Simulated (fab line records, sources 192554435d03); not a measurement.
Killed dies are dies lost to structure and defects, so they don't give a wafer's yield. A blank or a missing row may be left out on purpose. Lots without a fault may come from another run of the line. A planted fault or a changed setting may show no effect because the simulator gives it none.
Chamber matching | flow n5_finfet | N5_BEOL_M1_ETCH_70 on rie_diel-01: 4 sister chambers
The step etches SOC in N2/H2, target depth 80 nm, overetch 16 nm, time 120 s. 22 wafers are shown with their chamber, then 11 later ones without.

WAFERS WITH THEIR CHAMBER
wafer  | chamber | showerhead_plenum_p_Torr (Torr) | drypump_motor_current_A (A) | throttle_valve_pct (%)
L079.1 | 3       | 2.49                            | 6.0                         | 17.77
L079.2 | 0       | 2.46                            | 6.6                         | 18.07
L079.6 | 3       | 2.49                            | 6.0                         | 17.75
L080.1 | 3       | 2.49                            | 6.0                         | 17.75
L080.2 | 2       | 2.71                            | 6.4                         | 18.05
L080.5 | 3       | 2.49                            | 6.0                         | 17.77
L081.1 | 3       | 2.49                            | 6.0                         | 17.75
L081.3 | 1       | 2.55                            | 6.3                         | 17.82
L081.4 | 0       | 2.46                            | 6.6                         | 18.09
L082.3 | 0       | 2.46                            | 6.6                         | 18.08
L082.5 | 3       | 2.49                            | 6.0                         | 17.78
L082.6 | 0       | 2.46                            | 6.6                         | 18.10
L086.2 | 0       | 2.46                            | 6.7                         | 18.12
L086.3 | 1       | 2.54                            | 6.3                         | 17.82
L086.6 | 3       | 2.49                            | 6.0                         | 17.78
L088.3 | 1       | 2.54                            | 6.2                         | 17.83
L088.5 | 3       | 2.48                            | 6.0                         | 17.81
L088.6 | 0       | 2.45                            | 6.6                         | 18.11
L090.2 | 2       | 2.70                            | 6.4                         | 18.07
L090.4 | 1       | 2.54                            | 6.3                         | 17.85
L090.5 | 1       | 2.54                            | 6.3                         | 17.84
L093.3 | 1       | 2.53                            | 6.3                         | 17.85

SIGNATURES (means of the wafers above)
reading                  | chamber 0 | chamber 1 | chamber 2 | chamber 3 | scatter within a chamber
showerhead_plenum_p_Torr | 2.4583    | 2.5400    | 2.7050    | 2.4888    | 0.00484
drypump_motor_current_A  | 6.617     | 6.283     | 6.400     | 6.000     | 0.0304
throttle_valve_pct       | 18.0950   | 17.8350   | 18.0600   | 17.7700   | 0.0181
Rule: a wafer's distance from a chamber is the root of the sum, over the readings, of the square of ((its reading less the chamber's mean) divided by the reading's scatter). The wafer belongs to the nearest chamber; if the next one is less than 2 further off, it can't be placed. The scatter: the root of (the sum of the squares of (reading less its chamber's mean) over the shown wafers, divided by (wafers less chambers)).

WAFERS WITHOUT THEIR CHAMBER
wafer  | showerhead_plenum_p_Torr (Torr) | drypump_motor_current_A (A) | throttle_valve_pct (%)
L093.5 | 2.45                            | 6.7                         | 18.13
L093.6 | 2.54                            | 6.3                         | 17.86
L095.1 | 2.45                            | 6.7                         | 18.14
L095.4 | 2.53                            | 6.3                         | 17.84
L095.6 | 2.70                            | 6.5                         | 18.09
L097.1 | 2.45                            | 6.6                         | 18.14
L097.2 | 2.48                            | 6.0                         | 17.81
L097.6 | 2.53                            | 6.3                         | 17.86
L096.1 | 2.48                            | 6.0                         | 17.84
L096.3 | 2.53                            | 6.2                         | 17.86
L096.6 | 2.70                            | 6.4                         | 18.08

WHICH CHAMBER EACH WENT THROUGH
wafer  | from the rows above | in truth
L093.5 | 0                   | 0
L093.6 | 1                   | 1
L095.1 | 0                   | 0
L095.4 | 1                   | 1
L095.6 | 2                   | 2
L097.1 | 0                   | 0
L097.2 | 3                   | 3
L097.6 | 1                   | 1
L096.1 | 3                   | 3
L096.3 | 1                   | 1
L096.6 | 2                   | 2
Placed correctly: 11 of 11. Can't be placed from these rows: 0. Placed wrongly: 0.
